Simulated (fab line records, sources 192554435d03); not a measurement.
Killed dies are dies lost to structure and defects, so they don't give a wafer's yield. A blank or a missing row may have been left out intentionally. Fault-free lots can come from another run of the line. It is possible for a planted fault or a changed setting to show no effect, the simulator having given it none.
Problem report in the 8D (eight disciplines) form, filled by code ; flow n5Finfet ; the parts of the form that need people (team, actions taken, sign-off) are left out

## 1. THE PROBLEM
Mean of spinSpeedRpm at N5_BEOL_M15_COAT_60: 1658.1 rpm across 6 wafers in 2 lots; on wafers with no fault it is 1500.0 rpm (standard deviation 0.98). That is +99 or more standard deviations from the usual mean.
The step: time 60 s, resist thk 89 nm.
First observed at day 16 05:12: wafer L508.1, on lithoTrack-03. The record holds 32 wafers of 11 lots with a number at this step. Rule for "out", or "out of limits": more than 4 standard deviations from the usual mean. All remaining wafers that have a number are taken as sound.

## 2. WHAT IT IS, WHAT IT ISN'T
question;is;is not
which readings at this step;spinSpeedRpm;-
which lots;L508, L511;L494, L495, L496, L497, L498, L512, L513, L514, L515
which wafers of those lots;all that have a number;-
read on which tools;lithoTrack-03;lithoTrack-01, lithoTrack-02
when;from day 16 05:12;"up to then (15 sound wafers); but 11 sound wafers of L512, L513, L514, L515 came after"

## 3. THE SUSPECTS, EACH WITH WHAT RULES IT OUT
Counting: any tool at a process step up to the reading is kept as a suspect provided that every lot that is out went through it and no sound lot did after the first of them.
- lithoTrack-03 at N5_BEOL_M15_COAT_60 (time 60 s, resist thk 89 nm): kept. It processed each lot that is out, first L508 at day 16 05:12, and no sound lot thereafter; up to then, the last sound lot it processed was L496 at day 12 19:40. Its own spinSpeedRpm readings are out on those wafers.
Remaining after the count: lithoTrack-03 at N5_BEOL_M15_COAT_60.

## 4. THE CAUSE (what the simulator had put in)
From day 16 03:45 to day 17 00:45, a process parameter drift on lithoTrack-03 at N5_BEOL_M15_COAT_60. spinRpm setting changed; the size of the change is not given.
This tool alone remained once counting was done.

## 5. THE CHAIN OF EFFECTS, in route order
One row per reading whose mean, taken over the struck wafers that have a number, lies over 3 standard deviations from the usual. Only readings for which the record gives a usual standard deviation are gone through. hours: the time from each lot's start at the first step in this table that gives one to its start at this step, as a median over the lots. sigmas: the change in usual standard deviations.
hours;step;reading;usual;on struck wafers;change;sigmas
0;N5_BEOL_M15_COAT_60;spinSpeedRpm;1500.0 rpm;1658.1;+158.1;+99 or more
Process steps it contains:
- N5_BEOL_M15_COAT_60: time 60 s, resist thk 89 nm.
Later measuring or inspecting steps at which every struck wafer that the step has a row for has a number for every such reading, and none has moved that far: N5_BEOL_M15_INSPECT_30.

## 6. HOW IT WOULD HAVE BEEN CAUGHT EARLIER
In this record the first reading out of limits was taken at day 16 05:12, 1 hour after the fault began at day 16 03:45.
